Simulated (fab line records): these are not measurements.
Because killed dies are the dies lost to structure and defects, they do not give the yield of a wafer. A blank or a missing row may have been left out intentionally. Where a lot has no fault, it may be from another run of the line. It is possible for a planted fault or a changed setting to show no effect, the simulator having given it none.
Lot-split experiment ; flow n5Finfet ; 21 wafers read across 7 lots, on a route 1938 steps long

ABOUT THE SPLIT
At N5_ZERO_LAYER_EXPOSE_08 (exposes mask ZERO, defocus 0 nm, target cd 2000 nm), the setting doseMj was moved away from the recipe's 16.2 on 5 of the 21 wafers read, by +2.2% to +6.2%. All remaining wafers had this setting at the recipe value.

FROM THE SPLIT TO THE READING: what the file shows between them, 3 steps
- N5_ZERO_LAYER_PEB_09
- N5_ZERO_LAYER_DEVELOP_10: develop time 60 s
- N5_ZERO_LAYER_HARDBAKE_23: time 120 s

THE READING
Shown in nm: cdNm at N5_ZERO_LAYER_CD_MEAS_11, with target cd 2000 nm. On this fab line, fault-free wafers typically give 2000.0 nm with a standard deviation of 2.4 nm.

wafer;tool, chamber at the split;doseMj as run;against the recipe;cdNm, nm;against lot-mates on the recipe
L075.1;krfScanner-02, 0;16.55;+2.2%;2007.0;+3.6
L075.3;krfScanner-02, 0;16.55;+2.2%;2008.3;+4.9
L075.6;krfScanner-02, 0;16.2;recipe;2003.4;-
L080.2;krfScanner-02, 0;16.2;recipe;2000.9;-
L080.3;krfScanner-02, 0;16.2;recipe;2001.3;-
L080.5;krfScanner-02, 0;16.2;recipe;1998.2;-
L084.1;krfScanner-01, 0;16.2;recipe;2001.0;-
L084.5;krfScanner-01, 0;16.2;recipe;1999.0;-
L084.6;krfScanner-01, 0;16.2;recipe;1998.1;-
L085.3;krfScanner-01, 0;16.2;recipe;1996.3;-
L085.5;krfScanner-01, 0;16.2;recipe;1997.1;-
L085.6;krfScanner-01, 0;16.2;recipe;1998.3;-
L089.2;krfScanner-01, 0;16.63;+2.7%;2006.7;+7.3
L089.5;krfScanner-01, 0;16.2;recipe;1999.4;-
L089.6;krfScanner-01, 0;16.2;recipe;1999.4;-
L094.1;krfScanner-02, 0;16.2;recipe;2000.8;-
L094.2;krfScanner-02, 0;16.2;recipe;2000.3;-
L094.4;krfScanner-02, 0;16.2;recipe;2003.7;-
L096.1;krfScanner-02, 0;16.2;recipe;2000.6;-
L096.3;krfScanner-02, 0;17.21;+6.2%;2009.8;+9.2
L096.6;krfScanner-02, 0;17.21;+6.2%;2014.1;+13.5

THE FIT
A straight line over all 21 wafers: cdNm changes by +2.09 nm for each +1% of doseMj; r = +0.88; the points scatter about the line by 2.3 nm.
The same after taking each lot's own level away (the mean of its wafers on the recipe; 21 wafers): +1.89 nm for each +1%; r = +0.94; scatter 1.3 nm.
The reading moves by 12 nm for the largest change in doseMj, on that fit.
Measured against the standard deviation above, the lots' own levels, which go from 1997.23 to 2003.40 nm, span 2.6 times it.
Hence the slope depends on the lot-to-lot level, as the two fits are not the same.
Check: +13.8 nm against its lot-mates is what the line predicts for one of the wafers moved furthest among these (+6.2%) when that wafer is left out of the fit. Against them it came out at +9.2 nm.

THE WHOLE CHAIN: every reading that the file lists as answering this split, in the file's order
step;what it does;reading;change (the file's fit);r (the file's)
N5_ZERO_LAYER_CD_MEAS_11;target cd 2000 nm;cdNm;+1.97 nm for each +1% of the setting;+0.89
N5_ZERO_LAYER_DESCUM_16;chemistry O2, time 7.9 s;ZERO_LAYER.cdNm (the simulator's own value, which no gauge read);+1.89 nm for each +1% of the setting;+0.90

FILE'S OWN FIT
cdNm changes by +1.97 nm for each +1% of doseMj, r = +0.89.
